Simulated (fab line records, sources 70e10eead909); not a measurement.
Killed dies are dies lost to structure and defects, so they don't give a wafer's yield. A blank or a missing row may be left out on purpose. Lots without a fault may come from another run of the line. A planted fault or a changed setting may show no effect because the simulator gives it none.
Chamber matching | flow nand_harc | NHARC_A_STAIRCASE_STRIP_476 on rie_diel-07: 4 sister chambers
The step strips in O2, time 20 s. 18 wafers are shown with their chamber, then 9 later ones without.

WAFERS WITH THEIR CHAMBER
wafer  | chamber | showerhead_plenum_p_Torr (Torr) | drypump_motor_current_A (A) | rf_vpp_V (V)
L265.3 | 0       | 3.32                            | 5.9                         | 58.1
L265.4 | 1       | 3.63                            | 5.3                         | 57.1
L265.5 | 0       | 3.32                            | 6.0                         | 56.7
L268.2 | 1       | 3.63                            | 5.3                         | 58.4
L268.4 | 0       | 3.31                            | 6.0                         | 57.0
L268.6 | 1       | 3.63                            | 5.3                         | 58.7
L267.3 | 3       | 3.38                            | 5.4                         | 55.8
L267.5 | 3       | 3.38                            | 5.4                         | 58.4
L267.6 | 2       | 3.79                            | 6.1                         | 58.3
L276.1 | 3       | 3.37                            | 5.4                         | 56.9
L276.2 | 1       | 3.61                            | 5.3                         | 57.4
L276.4 | 2       | 3.77                            | 6.2                         | 58.7
L279.3 | 3       | 3.36                            | 5.4                         | 56.9
L279.5 | 2       | 3.76                            | 6.2                         | 57.6
L279.6 | 1       | 3.61                            | 5.3                         | 58.0
L282.4 | 0       | 3.29                            | 6.0                         | 57.6
L282.5 | 3       | 3.36                            | 5.4                         | 57.0
L282.6 | 2       | 3.76                            | 6.2                         | 58.7

SIGNATURES (means of the wafers above)
reading                  | chamber 0 | chamber 1 | chamber 2 | chamber 3 | scatter within a chamber
showerhead_plenum_p_Torr | 3.3100    | 3.6220    | 3.7700    | 3.3700    | 0.0122
drypump_motor_current_A  | 5.975     | 5.300     | 6.175     | 5.400     | 0.0327
rf_vpp_V                 | 57.350    | 57.920    | 58.325    | 57.000    | 0.716
Rule: a wafer's distance from a chamber is the root of the sum, over the readings, of the square of ((its reading less the chamber's mean) divided by the reading's scatter). The wafer belongs to the nearest chamber; if the next one is less than 2 further off, it can't be placed. The scatter: the root of (the sum of the squares of (reading less its chamber's mean) over the shown wafers, divided by (wafers less chambers)).

WAFERS WITHOUT THEIR CHAMBER
wafer  | showerhead_plenum_p_Torr (Torr) | drypump_motor_current_A (A) | rf_vpp_V (V)
L281.1 | 3.76                            | 6.2                         | 56.6
L281.2 | 3.36                            | 5.5                         | 57.4
L281.3 | 3.29                            | 6.0                         | 55.8
L285.1 | 3.29                            | 6.0                         | 56.8
L285.2 | 3.60                            | 5.3                         | 57.0
L285.6 | 3.35                            | 5.4                         | 57.0
L286.3 | 3.60                            | 5.3                         | 58.4
L286.4 | 3.35                            | 5.5                         | 55.0
L286.5 | 3.60                            | 5.3                         | 59.2

WHICH CHAMBER EACH WENT THROUGH
wafer  | from the rows above | in truth
L281.1 | 2                   | 2
L281.2 | 3                   | 3
L281.3 | 0                   | 0
L285.1 | 0                   | 0
L285.2 | 1                   | 1
L285.6 | 3                   | 3
L286.3 | 1                   | 1
L286.4 | 3                   | 3
L286.5 | 1                   | 1
Placed correctly: 9 of 9. Can't be placed from these rows: 0. Placed wrongly: 0.
